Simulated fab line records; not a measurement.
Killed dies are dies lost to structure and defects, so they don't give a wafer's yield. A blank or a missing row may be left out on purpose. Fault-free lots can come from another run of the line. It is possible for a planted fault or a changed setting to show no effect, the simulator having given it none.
Struck lot and sound lot, side by side || flow nand-harc || 15 out of 1302 route steps
Sound: wafers L556.1, L556.3, L556.4. Struck: wafers L571.2, L571.5 (left out: L571.3, a lot-mate that was not struck); the cause follows at the end.
Each step with rows lists, per side, the tool, then ch with its chambers, then its first start. Under that, the readings that differ: sound wafers || struck wafers || difference of the means || sigmas: that difference in standard deviations of wafers without a fault.
alike: a reading whose means differ by less than 2 such deviations, as well as words and numbers matching on both sides. not compared: withheld readings; readings where some wafer has no value; bounds like >300 that might hide an equal value; numbers whose values overlap and for which the record gives no deviation.
The two part at a step that has a row with sigmas, a row that says differs or no value, or rows on one side only. Numbers that don't overlap but have no deviation are shown without sigmas and don't part them. A reading that every wafer of one side lacks parts them only if that side has two wafers or more.

NHARC_A_DECK1_JOINT_ETCHBACK_07: etches the open film in HBr, target depth 105 nm, time 26.9 s.
  sound on rie-si-03 ch 1,2,3, day 11 02:52; struck on rie-si-03 ch 0,2, day 17 10:49
  alike: drypump-motor-current-A, oes-product-au, run-length-s, throttle-valve-pct
  not compared: rf-hours-counter-h
then, 8 steps without rows for these wafers: NHARC_A_DECK1_JOINT_ETCH_25 (etches SiO2 in dHF, target depth 0.5 nm); NHARC_A_DECK1_JOINT_ETCH_19 (etches poly-Si in TMAH, target depth 3 nm); NHARC_A_DECK1_JOINT_ETCH_18 (etches SiO2 in dHF, target depth 3 nm); NHARC_A_DECK1_JOINT_WET_08 (chemistry H3PO4, time 86 s); NHARC_A_DECK1_JOINT_ETCH_09 (etches SiO2 in dHF, target depth 5 nm); NHARC_A_DECK1_JOINT_WET_10 (chemistry H3PO4, time 86 s); NHARC_A_DECK1_JOINT_ETCH_11 (etches SiO2 in dHF, target depth 35 nm); NHARC_A_DECK1_JOINT_CVD_12 (deposits poly-Si, target thk 90 nm, time 1800 s).
NHARC_A_DECK1_JOINT_CMP_13: polishes, target thk 51.023 nm.
  sound on cmp-01 ch 0,2,3, day 11 13:16; struck on cmp-03 ch 0,1, day 17 20:55
  alike: motor-current-A, slurry-filter-dp-kPa, time-to-endpoint-s
NHARC_A_DECK1_JOINT_THK_MEAS_14: measures by ellipsometry.
  struck on film-metro-01, day 17 21:11; sound on film-metro-01, day 11 13:32
  alike: thk-nm
following that, these wafers have no rows for 1 step: NHARC_A_DECK1_JOINT_SRD_04.
NHARC_A_DECK1_JOINT_ETCHBACK_00: etches the open film in HBr, target depth 30 nm, time 17.4 s.
  sound on rie-si-05 ch 1,2,3, day 11 13:41; struck on rie-si-05 ch 0,3, day 17 21:18
{"reading": "run-length-s (s)", "sound": "38.6 38.7 38.4", "struck": "33.5 34.3", "difference": -4.7, "sigmas": -11}
  alike: drypump-motor-current-A, oes-product-au, throttle-valve-pct
  not compared: rf-hours-counter-h
then, 1 step without rows for these wafers: NHARC_A_DECK1_JOINT_PRECLEAN_30 (cleans in SC1).
NHARC_END_SORT_01:
  the record has rows for the sound wafers here (prober-01 ch 0, day 24 15:40) and none for the struck ones

== WHERE THEY PART ==
At NHARC_A_DECK1_JOINT_ETCHBACK_00 first; at NHARC_END_SORT_01 last (within this record only).

WHY: whatever the simulator had introduced
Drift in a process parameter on rie-si-05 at NHARC_A_DECK1_JOINT_ETCHBACK_00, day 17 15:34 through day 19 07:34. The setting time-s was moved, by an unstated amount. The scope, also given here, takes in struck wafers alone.
